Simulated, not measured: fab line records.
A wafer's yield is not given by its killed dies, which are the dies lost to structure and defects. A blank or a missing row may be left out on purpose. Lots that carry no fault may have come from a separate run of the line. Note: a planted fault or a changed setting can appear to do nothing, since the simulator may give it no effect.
Struck lot and sound lot, side by side	flow n5 finfet	36 out of 1938 route steps
Sound: the wafers L522.2, L522.3, L522.4. Struck: wafer L529.5. (L529.4 of the same lot was not struck and is left out.) The cause comes at the end.
For every step that has rows: the tool of each side, followed by ch and its chambers, followed by its first start. Under that, the readings that differ: sound wafers	struck wafers	difference of the means	sigmas: that difference in standard deviations of wafers without a fault.
alike: a reading whose means differ by less than 2 such deviations, as well as words and numbers matching on both sides. not compared: withheld readings; readings where some wafer has no value; bounds like >300 that might hide an equal value; numbers whose values overlap and for which the record gives no deviation.
The two part at a step that has a row with sigmas, a row that says differs or no value, or rows on one side only. Numbers that have no deviation but don't overlap get no sigmas and don't part them. A reading that every wafer of one side lacks parts them only if that side has two wafers or more.

first, 9 steps without rows for these wafers: N5_SD_EPI_N_DEVELOP_08 (develop time 30 s); N5_SD_EPI_N_DESCUM_14 (chemistry O2, time 7.9 s); N5_SD_EPI_N_ETCH_34 (etches SiARC in CF4, target depth 45.5 nm, time 75.8 s); N5_SD_EPI_N_ETCH_35 (etches SOC in N2/H2, overetch 108 nm, time 486 s); N5_SD_EPI_N_STRIP_36 (strips in N2/H2); N5_SD_EPI_N_ETCHBACK_44 (etches SiNx in CH3F/O2, stops on SiO2, target depth 14.5 nm); N5_SD_EPI_N_ETCH_45 (etches SiOCN in CH3F/O2, target depth 6 nm); N5_SD_EPI_N_ETCH_16 (etches SiO2 in CHF3/O2, target depth 5 nm); N5_SD_EPI_N_STRIP_47 (strips in CHF3/O2).
N5_SD_EPI_N_SD_RECESS_17: chemistry HBr/Cl2/O2, target depth 41 nm, time 23.7 s, bt time 3 s.
  sound on rie si-05 ch 1,3, day 6 08:36; struck on rie si-05 ch 0, day 8 00:29
reading	sound	struck	difference	sigmas
model.SD_EPI_N.feature depth nm (nm)	41.8 41.4 42	29.8	-11.9	
model.Si_of_WELL_APT_EPI_41.thk nm (nm)	7.6 8.8 8.4	20.2	+11.9	
model.etch.depth nm (nm)	41.75 41.33 41.91	29.78	-11.88	
  alike: drypump motor current A, oes product au, throttle valve pct
  not compared: rf hours counter h
then, 2 steps without rows for these wafers: N5_SD_EPI_N_STRIP_38 (strips in N2/H2); N5_SD_EPI_N_WET_ETCH_43 (etches SiO2 in dHF, time 14 s, target depth 1.5 nm).
N5_SD_EPI_N_STRIP_18: strips in SPM, time 750 s.
  sound on wet bench-01 ch 2,5,7, day 6 08:47; struck on wet bench-04 ch 7, day 8 00:40
reading	sound	struck	difference	sigmas
model.Si_of_WELL_APT_EPI_41.thk nm (nm)	7.2 8.6 8	19.8	+11.9	
then, 21 steps without rows for these wafers: N5_SD_EPI_N_SRD_20 (time 30 s); N5_SD_EPI_N_PRECLEAN_48 (cleans in NF3:NH3, afs cycles 2, time 20 s, sublimation time 60 s); N5_SD_EPI_N_VAPOR_ETCH_50 (etches Si in HCl, time 54 s); N5_SD_EPI_N_EPI_21 (deposits Si:P, time 690 s); N5_SD_EPI_N_PRECLEAN_24 (cleans in O3/DIW, time 60 s); N5_SD_EPI_N_SRD_25 (time 30 s); N5_SD_EPI_N_PRECLEAN_49 (cleans in NF3:NH3, afs cycles 1, time 20 s, sublimation time 60 s); N5_SD_EPI_N_LINER_46 (material SiNx, target thk 3 nm); N5_SD_EPI_P_COAT_34 (time 60 s, resist thk 350 nm); N5_SD_EPI_P_COAT_35 (time 60 s, resist thk 35 nm); N5_SD_EPI_P_COAT_03 (resist thk 150 nm); N5_SD_EPI_P_EBR_05; N5_SD_EPI_P_SOFTBAKE_04 (time 60 s); N5_SD_EPI_P_EXPOSE_06 (exposes mask SD P BLK, target cd 240 nm); N5_SD_EPI_P_PEB_07 (peb time 60 s); N5_SD_EPI_P_DEVELOP_08 (develop time 30 s); N5_SD_EPI_P_DESCUM_14 (chemistry O2, time 7.9 s); N5_SD_EPI_P_ETCH_36 (etches SiARC in CF4, target depth 45.5 nm, time 75.8 s); N5_SD_EPI_P_ETCH_37 (etches SOC in N2/H2, overetch 108 nm, time 486 s); N5_SD_EPI_P_STRIP_38 (strips in N2/H2); N5_SD_EPI_P_ETCHBACK_46 (etches SiNx in CH3F/O2, stops on SiO2, target depth 17.5 nm).
-- here the record skips 5 days between the struck wafers' starts before and after, leaving off in module SD_EPI_P and picking up in module BEOL_M4 (first step shown: number 1111 of the route) --
N5_BEOL_M4_RC_MEAS_101:
  sound on prober-01 ch 0, day 11 01:55; struck on prober-02 ch 0, day 13 10:52
reading	sound	struck	difference	sigmas
CJ_N	4.38 4.35 4.42	2.65	-1.73	-17
DIBL_N (mV/V)	38.4 36.9 37.7	33.3	-4.4	-3
IOFF_N (nA/um)	0.19 0.16 0.18	0.10	-0.08	-2
IOFF_N_LONG (nA/um)	5.61e-05 5.72e-05 5.7e-05	4.6e-05	-1.1e-05	-4
ION_N (uA/um)	679 668 670	588	-84	-7
REXT_N (ohm.um)	72.8 73.8 73.8	84.3	+10.8	+6
VT_N (mV)	246 251 248	257	+9	+3
  alike: DIBL_P, IOFF_P, ION_P, SS_N, SS_P, VT_P
-- record jumps: 4 days separate the struck wafers' starts on either side; left off in module BEOL_M4, taken up again in module PASSIVATION, whose first shown step is the route's number 1936 --
N5_PASSIVATION_PROBE_49:
  sound: prober-02 at day 15 13:58; struck: prober-01 at day 17 08:49
reading	sound	struck	difference	sigmas
killed at front end	50 40 33	63	+22	+2
killed short	30 28 23	43	+16	+2
sort_bin_8_speed (%)	0 0 0	89.24	+89.24	+99 or more
sort n pass	1071 1070 1092	0	-1078	-57
sort yield pct (%)	90.8 90.7 92.5	0	-91	-57
  alike: defect limited yield, killed_at_M0_to_M3, killed_at_M4_up, killed at contacts, killed at other, killed dies, killed open, sort_bin_5_function, sort_bin_6_memory

WHERE THEY PART
Last at N5_PASSIVATION_PROBE_49 as far as this record goes, first at N5_BEOL_M4_RC_MEAS_101.

WHY: the cause the simulator had injected
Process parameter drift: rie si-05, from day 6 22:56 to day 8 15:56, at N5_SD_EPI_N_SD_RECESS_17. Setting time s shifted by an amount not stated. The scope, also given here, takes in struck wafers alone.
